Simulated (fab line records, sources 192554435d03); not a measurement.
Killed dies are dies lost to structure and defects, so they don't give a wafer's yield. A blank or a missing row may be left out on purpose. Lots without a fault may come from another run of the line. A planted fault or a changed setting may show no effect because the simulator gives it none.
Chamber matching | flow n5_finfet | N5_FIN_SAQP_HM_OPEN_73 on rie_diel-06: 4 sister chambers
The step chemistry CHF3/O2, target SiO2, stops on a-Si, target depth 12 nm, time 16.8 s. 8 wafers are shown with their chamber, then 7 later ones without.

WAFERS WITH THEIR CHAMBER
wafer  | chamber | showerhead_plenum_p_Torr (Torr) | throttle_valve_pct (%)
L076.4 | 1       | 2.39                            | 19.01
L081.4 | 3       | 2.52                            | 18.69
L081.6 | 2       | 2.36                            | 18.75
L084.1 | 1       | 2.38                            | 19.02
L084.4 | 2       | 2.36                            | 18.76
L084.5 | 0       | 2.32                            | 18.85
L094.1 | 3       | 2.51                            | 18.73
L094.4 | 0       | 2.31                            | 18.90

WAFERS WITHOUT THEIR CHAMBER
wafer  | showerhead_plenum_p_Torr (Torr) | throttle_valve_pct (%)
L094.5 | 2.35                            | 18.78
L095.1 | 2.38                            | 18.63
L095.3 | 2.35                            | 18.79
L095.5 | 2.31                            | 18.90
L096.1 | 2.38                            | 18.65
L096.3 | 2.31                            | 18.89
L096.6 | 2.51                            | 18.74

WHICH CHAMBER EACH WENT THROUGH
wafer  | from the rows above | in truth
L094.5 | 2                   | 2
L095.1 | 2                   | 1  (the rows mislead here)
L095.3 | 2                   | 2
L095.5 | 0                   | 0
L096.1 | 2                   | 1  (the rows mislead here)
L096.3 | 0                   | 0
L096.6 | 3                   | 3
Placed correctly: 5 of 7. Can't be placed from these rows: 0. Placed wrongly: 2.
How it was worked out, from the rows above alone: a wafer's distance from a chamber is the root of the sum, over the readings, of the square of ((its reading less the chamber's mean) divided by the reading's scatter). The wafer belongs to the nearest chamber; if the next one is less than 2 further off, it can't be placed. A chamber's mean is the mean of its shown wafers. The scatter: the root of (the sum of the squares of (reading less its chamber's mean) over the shown wafers, divided by (wafers less chambers)).
